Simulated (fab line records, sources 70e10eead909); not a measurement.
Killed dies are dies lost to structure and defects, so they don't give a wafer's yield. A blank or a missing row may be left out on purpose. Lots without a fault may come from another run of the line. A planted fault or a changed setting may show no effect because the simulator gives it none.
A struck lot beside a sound one | flow nand_harc | 13 steps out of a route of 1302
Sound: wafers L930.1, L930.5, L930.6. Struck: wafer L943.6. (L943.2, L943.4 of the same lot were not struck and are left out.) The cause comes at the end.
At each step with rows: each side's tool, then ch and its chambers, then its first start. Under that, the readings that differ: sound wafers | struck wafers | difference of the means | sigmas: that difference in standard deviations of wafers without a fault.
alike: readings whose means differ by less than 2 such deviations, and words and numbers that are the same on both sides. not compared: withheld readings, readings that some wafer has no value for, bounds like >300 that may hide the same value, and numbers for which the record gives no deviation and whose values overlap.
The two part at a step that has a row with sigmas, a row that says differs or no value, or rows on one side only. Numbers that don't overlap but have no deviation are shown without sigmas and don't part them. A reading that every wafer of one side lacks parts them only if that side has two wafers or more.

first, 2 steps without rows for these wafers: NHARC_A_SOURCE_PLATE_CVD_03 (deposits poly-Si, target thk 200 nm, time 4000 s); NHARC_A_SOURCE_PLATE_ANNEAL_05 (time 1800 s).
NHARC_A_SOURCE_PLATE_THK_MEAS_06: measures by ellipsometry.
  sound on film_metro-02, day 8 09:30; struck on film_metro-02, day 14 01:59
  reading     | sound             | struck | difference | sigmas
  thk_nm (nm) | 202.3 198.2 200.2 | 205.2  | +5.0       | +2
NHARC_A_SOURCE_PLATE_INSPECT_08:
  sound on defect_inspect-02, day 8 09:34; struck on defect_inspect-01, day 14 02:02
  alike: raw_defect_count
then, 1 step without rows for these wafers: NHARC_A_ONON_D1_DEP_00 (target thk 1000 nm).
NHARC_A_ONON_D1_THK_MEAS_02: measures by ellipsometry.
  sound on film_metro-02, day 8 10:08; struck on film_metro-02, day 14 02:37
  alike: thk_nm
then, 1 step without rows for these wafers: NHARC_A_ONON_D1_DEP_03 (target thk 1000 nm).
NHARC_A_ONON_D1_THK_MEAS_05: measures by ellipsometry.
  sound on film_metro-02, day 8 10:43; struck on film_metro-01, day 14 03:11
  alike: thk_nm
then, 1 step without rows for these wafers: NHARC_A_ONON_D1_DEP_06 (target thk 1000 nm).
NHARC_A_ONON_D1_THK_MEAS_08: measures by ellipsometry.
  sound on film_metro-01, day 8 11:17; struck on film_metro-02, day 14 03:45
  alike: thk_nm
NHARC_A_ONON_D1_DEP_09: target thk 1000 nm.
  sound on pecvd_onon-02 ch 0, day 8 11:20; struck on pecvd_onon-02 ch 0, day 14 03:52
NHARC_A_ONON_D1_THK_MEAS_11: measures by ellipsometry.
  sound on film_metro-02, day 8 11:50; struck on film_metro-02, day 14 04:19
  reading     | sound       | struck | difference | sigmas
  thk_nm (nm) | 992 993 993 | 914    | -79        | -8
then, 1 step without rows for these wafers: NHARC_A_ONON_D1_DEP_12 (target thk 1000 nm).

WHERE THEY PART
First at NHARC_A_SOURCE_PLATE_THK_MEAS_06; last, within this record, at NHARC_A_ONON_D1_THK_MEAS_11.

WHY: what the simulator had put in
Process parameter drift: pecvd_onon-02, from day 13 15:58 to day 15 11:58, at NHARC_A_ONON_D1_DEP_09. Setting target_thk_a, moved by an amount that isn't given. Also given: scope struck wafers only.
